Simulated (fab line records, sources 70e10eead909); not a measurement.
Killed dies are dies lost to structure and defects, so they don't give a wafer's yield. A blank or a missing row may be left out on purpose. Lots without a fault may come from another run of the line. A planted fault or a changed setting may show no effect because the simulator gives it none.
A struck lot beside a sound one | flow nand_harc | 15 steps out of a route of 1159
Sound: wafers L591.2, L591.5, L591.6. Struck: wafers L602.1, L602.3, L602.5. The cause comes at the end.
At each step with rows: each side's tool, then ch and its chambers, then its first start. Under that, the readings that differ: sound wafers | struck wafers | difference of the means | sigmas: that difference in standard deviations of wafers without a fault.
alike: readings whose means differ by less than 2 such deviations, and words and numbers that are the same on both sides. not compared: withheld readings, readings that some wafer has no value for, bounds like >300 that may hide the same value, and numbers for which the record gives no deviation and whose values overlap.
The two part at a step that has a row with sigmas, a row that says differs or no value, or rows on one side only. Numbers that don't overlap but have no deviation are shown without sigmas and don't part them. A reading that every wafer of one side lacks parts them only if that side has two wafers or more.

first, 5 steps without rows for these wafers: NHARC_A_M0_SOFTBAKE_04 (time 55 s); NHARC_A_M0_EBR_05; NHARC_A_M0_EXPOSE_06 (exposes mask A M0, target cd 80 nm); NHARC_A_M0_PEB_07 (peb time 65 s); NHARC_A_M0_DEVELOP_08 (develop time 35 s).
NHARC_A_M0_CD_MEAS_09: target cd 80 nm.
  sound on cd_sem-01 ch 0, day 18 02:13; struck on cd_sem-02 ch 0, day 20 14:49
  alike: cd_nm
NHARC_A_M0_OVL_MEAS_10: pitch 160 nm.
  sound on overlay-01, day 18 02:18; struck on overlay-02, day 20 14:54
  alike: overlay_x_nm, overlay_y_nm
NHARC_A_M0_INSPECT_11:
  sound on defect_inspect-02, day 18 02:20; struck on defect_inspect-01, day 20 14:56
  alike: raw_defect_count
NHARC_A_M0_DESCUM_14: chemistry O2, time 3 s.
  sound on rie_diel-13 ch 0,1, day 18 02:24; struck on rie_diel-09 ch 1,2, day 20 15:00
  alike: drypump_motor_current_A, oes_product_au, rf_vpp_V, showerhead_plenum_p_Torr, throttle_valve_pct
  not compared: rf_hours_counter_h
NHARC_A_M0_ETCH_34: etches the open film in N2/H2, target depth 40 nm, overetch 12 nm, time 43.94 s.
  sound on rie_diel-13 ch 2,3, day 18 02:29; struck on rie_diel-09 ch 0,2, day 20 15:05
  alike: drypump_motor_current_A, oes_product_au, rf_vpp_V, showerhead_plenum_p_Torr, throttle_valve_pct
  not compared: rf_hours_counter_h
NHARC_A_M0_ETCH_15: etches the open film in C4F8/Ar, target depth 150 nm, overetch 15 nm, time 82.5 s.
  sound on rie_diel-13 ch 2,3; struck on rie_diel-09 ch 0,1,3
  alike: oes_product_au, rf_vpp_V
  not compared: rf_hours_counter_h
NHARC_A_M0_CD_MEAS_16:
  sound on cd_sem-02, day 18 02:42; struck on cd_sem-03, day 20 15:18
  alike: cd_nm
NHARC_A_M0_STRIP_18: strips in N2/H2.
  sound on rie_diel-09 ch 0,1,2, day 18 02:49; struck on rie_diel-09 ch 2,3, day 20 15:22
  no value came back on the struck wafers for any of 7 readings (bias_w (W), chamber_pressure_mTorr (mTorr) and others); on the sound wafers bias_w (W) reads 0 0 0
  not compared: rf_hours_counter_h
then, 1 step without rows for these wafers: NHARC_A_M0_STRIP_19 (strips in post etch residue remover, time 600 s).
NHARC_END_SORT_01:
  sound on prober-02 ch 0, day 20 13:25; struck on prober-02 ch 0, day 22 08:22
  reading                  | sound          | struck                                                               | difference                   | sigmas
  hold                     | - - -          | await_dispo/4.4h/scrap await_dispo/4.4h/scrap await_dispo/4.4h/scrap | no value on the sound wafers |
  defect_limited_yield (%) | 94.4 95.6 96.8 | 4.3 4.1 4.1                                                          | -91.4                        | -51
  killed_at_array          | 35 28 16       | 646 647 647                                                          | +620                         | +56
  killed_dies              | 38 30 22       | 648 649 649                                                          | +619                         | +52
  sort_bin_2_pct (%)       | 1.5 0.9 0.9    | 93.6 94.2 93.8                                                       | +92.8                        | +99 or more
  sort_n_pass              | 639 647 655    | 29 28 28                                                             | -619                         | -52
  sort_rim_yield_pct (%)   | 96.2 94.3 99.1 | 0 0 0                                                                | -97                          | -34
  sort_yield_pct (%)       | 94.4 95.6 96.8 | 4.3 4.1 4.1                                                          | -91.4                        | -51
  alike: killed_at_other, killed_at_periphery, killed_open, killed_short, sort_bin_3_pct, sort_bin_4_pct

WHERE THEY PART
First at NHARC_A_M0_STRIP_18; last, within this record, at NHARC_END_SORT_01.

WHY: what the simulator had put in
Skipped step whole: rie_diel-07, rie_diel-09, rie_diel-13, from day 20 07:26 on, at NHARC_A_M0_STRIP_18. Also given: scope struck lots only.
